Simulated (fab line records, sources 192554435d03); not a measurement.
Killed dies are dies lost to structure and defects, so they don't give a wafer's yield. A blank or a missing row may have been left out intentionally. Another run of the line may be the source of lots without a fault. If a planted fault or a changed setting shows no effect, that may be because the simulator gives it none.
The tool behind it: which one? | flow n5_finfet | 11 lots (33 wafers sampled), 1 step of a 1938-step route

== WHAT EACH GAUGE READ, for each wafer ==
N5_SD_EPI_N_OVL_MEAS_10.
lot  | measured    | on         | SD_N_BLK_OVL (nm)
L320 | day 3 02:44 | overlay-02 | -1.4 0.8 -0.2
L321 | day 3 08:51 | overlay-02 | -0.1 -1.2 -0.6
L324 | day 4 00:55 | overlay-02 | 0.0 -1.3 0.8
L328 | day 5 04:20 | overlay-02 | -0.9 -0.6 -1.2
L331 | day 5 19:19 | overlay-01 | -0.2 -0.4 -0.3
L332 | day 5 23:59 | overlay-01 | 0.0 0.5 0.2
L333 | day 6 06:08 | overlay-02 | 0.5 -0.2 -1.7
L335 | day 6 19:31 | overlay-01 | -0.8 -1.4 -1.3
L336 | day 6 22:50 | overlay-02 | 0.0 -0.9 -0.5
L337 | day 7 06:55 | overlay-01 | -0.9 -0.3 -0.4
L341 | day 8 12:05 | overlay-01 | -0.5 0.9 -1.1

== WHAT TOOL EACH LOT RAN ON (gives the tool, then ch and the chambers of the sampled wafers, and finally the start) ==
Before these readings, the record contains no process step.

== AS READ BY THE TOOLS THEMSELVES (means over the sampled wafers that have a number; for cases with no such wafer, the mark the record gives instead) ==
The record holds no such reading with a usual standard deviation.

== THE ANSWER, worked out from the rows above alone ==
Rule: what is usual is taken from the lots themselves. The widest of any qualifying gaps counts: lots, ordered by their means at a reading, are off when they make up no more than a third of the lots, leave a main group of 4 or more, and stand apart from it by 3 or more times the standard deviation of that group's means. The tables above print the reading to a certain number of digits; a main group whose means all agree to those digits is not used. Also off: a lot with no number at a reading for which 4 or more lots have one. Where the step has rows for the other lots, those lots are counted as sound. First the gauges in route order, then the tools' own readings, where a lot's mean is used as printed above. At the first step where some lot is off, the reading lying furthest off is the one used; lots without a number count as furthest.
Nothing can be told from this: no lot is off at any reading shown.

== WHAT THE SIMULATOR HAD INSERTED ==
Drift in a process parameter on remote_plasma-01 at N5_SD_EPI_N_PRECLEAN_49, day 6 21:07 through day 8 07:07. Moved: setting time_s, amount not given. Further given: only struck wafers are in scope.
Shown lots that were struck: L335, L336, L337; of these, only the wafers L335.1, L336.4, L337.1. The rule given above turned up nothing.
